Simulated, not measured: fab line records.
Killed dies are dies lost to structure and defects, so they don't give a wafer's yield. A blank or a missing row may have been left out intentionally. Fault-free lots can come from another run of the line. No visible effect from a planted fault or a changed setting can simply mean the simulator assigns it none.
2 desks, one fault + flow nand_harc + each desk has only its own numbers; what lay behind them comes last

## AT THE TOOL OWNER'S DESK: rie_diel-07
The tool's own readings at NHARC_A_BLC_ETCH_17 (etches the open film in N2/H2, target depth 390 nm, time 609.38 s): means of the sampled wafers that have a number, for each lot that ran on this tool. Any lot whose mean is over 4 standard deviations away from the usual mean is out of limits and marked OUT; that distance is given in the brackets.
Columns: A = drypump_motor_current_A at NHARC_A_BLC_ETCH_17, usual 5.7 A; B = oes_product_au at NHARC_A_BLC_ETCH_17, usual 0.998 a.u.; C = rf_vpp_V at NHARC_A_BLC_ETCH_17, usual 429.6 V; D = run_length_s at NHARC_A_BLC_ETCH_17, usual 630.4 s; E = showerhead_plenum_p_Torr at NHARC_A_BLC_ETCH_17, usual 2.00 Torr; F = throttle_valve_pct at NHARC_A_BLC_ETCH_17, usual 14.172 %
| lot  | first seen here | A   | B     | C     | D               | E    | F      |
|------|-----------------|-----|-------|-------|-----------------|------|--------|
| L483 | day 23 11:06    | 6.0 | 1.009 | 428.6 | 630.7           | 1.97 | 14.174 |
| L490 | day 25 22:22    | 5.8 | 1.015 | 426.9 | 608.4 (-46) OUT | 1.94 | 14.171 |
| L493 | day 27 02:23    | 6.1 | 1.004 | 430.7 | 601.1 (-61) OUT | 2.05 | 14.172 |
| L500 | day 30 00:37    | 6.0 | 0.997 | 431.1 | 630.3           | 2.03 | 14.173 |
| L499 | day 30 03:55    | 5.9 | 0.996 | 432.4 | 630.1           | 2.07 | 14.174 |
| L504 | day 31 19:50    | 6.2 | 0.995 | 432.3 | 630.2           | 2.11 | 14.170 |
This desk's finding: out of limits on L490, L493; first on L490, day 25 22:22 (run_length_s at NHARC_A_BLC_ETCH_17). L483, L500, L499, L504 stayed within limits.

## METROLOGY DESK
Means of the sampled wafers that have a number, per lot and without regard to the tool the lot ran on: this is what the gauges read. Any lot whose mean is over 4 standard deviations away from the usual mean is out of limits and marked OUT; that distance is given in the brackets.
Columns: A = cd_nm at NHARC_A_BLC_CD_MEAS_10, usual 99.6 nm
| lot  | first seen here | A     |
|------|-----------------|-------|
| L486 | day 23 07:34    | 98.9  |
| L483 | day 23 10:37    | 100.3 |
| L490 | day 25 22:00    | 100.0 |
| L493 | day 27 01:56    | 100.5 |
| L497 | day 28 12:27    | 98.9  |
| L498 | day 28 12:29    | 99.9  |
| L500 | day 30 00:10    | 100.0 |
| L499 | day 30 03:31    | 99.2  |
| L501 | day 30 18:06    | 99.9  |
| L502 | day 31 00:58    | 100.6 |
| L504 | day 31 19:11    | 99.7  |
| L506 | day 32 06:25    | 100.0 |
This desk found nothing out of limits on any of the 12 lots.

## TAKEN TOGETHER
An alarm could have come from the tool owner's desk at day 25 22:22, on L490, L493.
Metrology desk: nothing out of limits seen.
The metrology desk holds a record of L490, L493, inside its limits.
Of the lots named, all ran NHARC_A_BLC_ETCH_17 on rie_diel-07.

## WHAT HAD BEEN PUT IN BY THE SIMULATOR
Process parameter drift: rie_diel-07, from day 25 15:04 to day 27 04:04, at NHARC_A_BLC_ETCH_17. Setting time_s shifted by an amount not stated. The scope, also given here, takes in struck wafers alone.
Shown lots that were struck: L490, L493.
Each desk's first reading out of limits, in hours after the fault started: the tool owner's desk, 7.
